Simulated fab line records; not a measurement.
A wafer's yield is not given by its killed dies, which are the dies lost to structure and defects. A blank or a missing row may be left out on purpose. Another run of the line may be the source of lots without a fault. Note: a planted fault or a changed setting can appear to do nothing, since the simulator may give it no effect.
Matching of chambers :: flow nand-harc :: NHARC_A_STAIRCASE_DESCUM_219 on rie-diel-08 has 4 sister chambers
The step chemistry O2, time 3 s. 4 wafers are shown with their chamber, then 8 later ones without.

EACH WAFER AND ITS CHAMBER
wafer: L080.2
chamber: 0
showerhead-plenum-p-Torr (Torr): 1.79

wafer: L084.1
chamber: 3
showerhead-plenum-p-Torr (Torr): 1.87

wafer: L084.3
chamber: 1
showerhead-plenum-p-Torr (Torr): 1.92

wafer: L087.1
chamber: 2
showerhead-plenum-p-Torr (Torr): 1.86

WAFERS MISSING THEIR CHAMBER
wafer: L087.2
showerhead-plenum-p-Torr (Torr): 1.87

wafer: L087.4
showerhead-plenum-p-Torr (Torr): 1.92

wafer: L089.1
showerhead-plenum-p-Torr (Torr): 1.78

wafer: L089.2
showerhead-plenum-p-Torr (Torr): 1.87

wafer: L089.3
showerhead-plenum-p-Torr (Torr): 1.86

wafer: L094.2
showerhead-plenum-p-Torr (Torr): 1.86

wafer: L094.3
showerhead-plenum-p-Torr (Torr): 1.91

wafer: L094.5
showerhead-plenum-p-Torr (Torr): 1.78

WHICH CHAMBER EACH WENT THROUGH
wafer: L087.2
from the rows above: can't be placed: 3 or 2
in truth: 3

wafer: L087.4
from the rows above: 1
in truth: 1

wafer: L089.1
from the rows above: 0
in truth: 0

wafer: L089.2
from the rows above: can't be placed: 3 or 2
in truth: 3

wafer: L089.3
from the rows above: can't be placed: 2 or 3
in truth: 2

wafer: L094.2
from the rows above: can't be placed: 2 or 3
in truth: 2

wafer: L094.3
from the rows above: 1
in truth: 1

wafer: L094.5
from the rows above: 0
in truth: 0
Placed correctly: 4 of 8. Unplaceable from these rows: 4, with the true chamber sitting among the candidates in 4. Placed wrongly: 0.
How it was worked out, from the rows above alone: a wafer's distance from a chamber is the root of the sum, over the readings, of the square of ((its reading less the chamber's mean) divided by the reading's scatter). If the next closest chamber is less than 2 further off than the closest, the wafer can't be placed; otherwise it belongs to the closest. The mean given for a chamber averages the wafers shown for that chamber. The scatter: with one shown wafer a chamber, the root of the mean of the squares of how far each hidden wafer lies from its nearest shown one.
